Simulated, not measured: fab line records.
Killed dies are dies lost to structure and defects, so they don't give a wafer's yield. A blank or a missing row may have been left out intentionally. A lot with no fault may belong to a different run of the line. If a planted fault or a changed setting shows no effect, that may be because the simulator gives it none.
Split-lot study ; flow n5Finfet ; 21 wafers read from 7 lots, route of 1938 steps

== ON THE SPLIT ==
At N5_BEOL_M8_ILD_DEP_00 (deposits SiCOH lowk from DEMS/porogen, target thk 179.75 nm, time 33.4 s), the setting timeS was moved away from the recipe's 33.4 s on 5 of the 21 wafers read, by -12.2% to +10.9%. This setting was run at the recipe's value on the other wafers.

== FROM THE SPLIT ON TO THE READING: in between, the file shows 1 step ==
- N5_BEOL_M8_CURE_74: cures SiCOH lowk, time 240 s

== THE READING ==
M8_ILD_THK, in nm, at N5_BEOL_M8_THK_MEAS_01. On this fab line, fault-free wafers typically give 155.4 nm with a standard deviation of 2.1 nm.

wafer;tool, chamber at the split;timeS as run, s;against the recipe;M8_ILD_THK, nm;against lot-mates on the recipe
L078.1;pecvd-03, 1;33.4;recipe;151.7;-
L078.5;pecvd-03, 0;33.4;recipe;155.0;-
L078.6;pecvd-03, 2;33.4;recipe;159.1;-
L084.4;pecvd-04, 1;33.4;recipe;157.1;-
L084.5;pecvd-04, 0;33.4;recipe;158.6;-
L084.6;pecvd-04, 2;31.72;-5.0%;150.2;-7.7
L085.4;pecvd-03, 0;33.4;recipe;156.6;-
L085.5;pecvd-03, 1;35.04;+4.9%;165.3;+8.4
L085.6;pecvd-03, 2;33.4;recipe;157.2;-
L087.3;pecvd-03, 0;33.4;recipe;154.6;-
L087.5;pecvd-03, 0;29.33;-12.2%;138.5;-16.1
L087.6;pecvd-03, 1;29.33;-12.2%;138.7;-15.9
L089.1;pecvd-04, 0;33.4;recipe;155.4;-
L089.2;pecvd-04, 1;33.4;recipe;150.2;-
L089.4;pecvd-04, 2;33.4;recipe;157.6;-
L094.1;pecvd-03, 2;33.4;recipe;154.3;-
L094.4;pecvd-03, 2;33.4;recipe;156.9;-
L094.5;pecvd-03, 0;33.4;recipe;155.4;-
L097.1;pecvd-03, 0;33.4;recipe;155.9;-
L097.2;pecvd-03, 1;33.4;recipe;153.6;-
L097.6;pecvd-03, 2;37.05;+10.9%;174.4;+19.7

FIT RESULTS
A straight line over all 21 wafers: M8_ILD_THK changes by +1.5 nm for each +1% of timeS; r = +0.96; the points scatter about the line by 2.3 nm.
The same after taking each lot's own level away (the mean of its wafers on the recipe; 21 wafers): +1.48 nm for each +1%; r = +0.96; scatter 2.1 nm.
That fit puts the effect of the largest move of timeS on the reading at 18 nm.
Measured against the standard deviation above, the lots' own levels, which go from 154.40 to 157.85 nm, span 1.6 times it.
The two slopes are in agreement: the lot-to-lot level therefore moves the slope only a little.
Check: -18.4 nm against its lot-mates is what the line predicts for one of the wafers moved furthest among these (-12.2%) when that wafer is left out of the fit. It came out at -16.1 nm against them.

== THESE WAFERS: OTHER SPLITS ==
Other splits were also applied to these wafers ahead of the reading. Each is held against what the fit with the lots' levels taken away leaves over:
other split on the same wafers;wafers away from the commonest value;r with M8_ILD_THK (lot level and that fit taken away)
N5_BEOL_M6_COAT_60 tempC;10;-0.14
N5_BEOL_M7_ILD_DEP_00 timeS;7;-0.10
N5_BEOL_M7_EXPOSE_08 doseMj;8;-0.16

== THE WHOLE CHAIN: every reading that the file lists as answering this split, in the file's order ==
step;what it does;reading;change (the file's fit);r (the file's)
N5_BEOL_M8_ILD_DEP_00;deposits SiCOH lowk from DEMS/porogen, target thk 179.75 nm, time 33.4 s;SiCOH_lowk_of_BEOL_M8_ILD_DEP_00.thkNm (the simulator's own value, which no gauge read);+1.77 nm for each +1% of the setting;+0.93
N5_BEOL_M8_CURE_74;cures SiCOH lowk, time 240 s;SiCOH_lowk_of_BEOL_M8_ILD_DEP_00.thkNm (the simulator's own value, which no gauge read);+1.55 nm for each +1% of the setting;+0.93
N5_BEOL_M8_THK_MEAS_01;;M8_ILD_THK;+1.54 for each +1% of the setting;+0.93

== FILE'S OWN FIT ==
M8_ILD_THK changes by +1.54 nm for each +1% of timeS, r = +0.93.
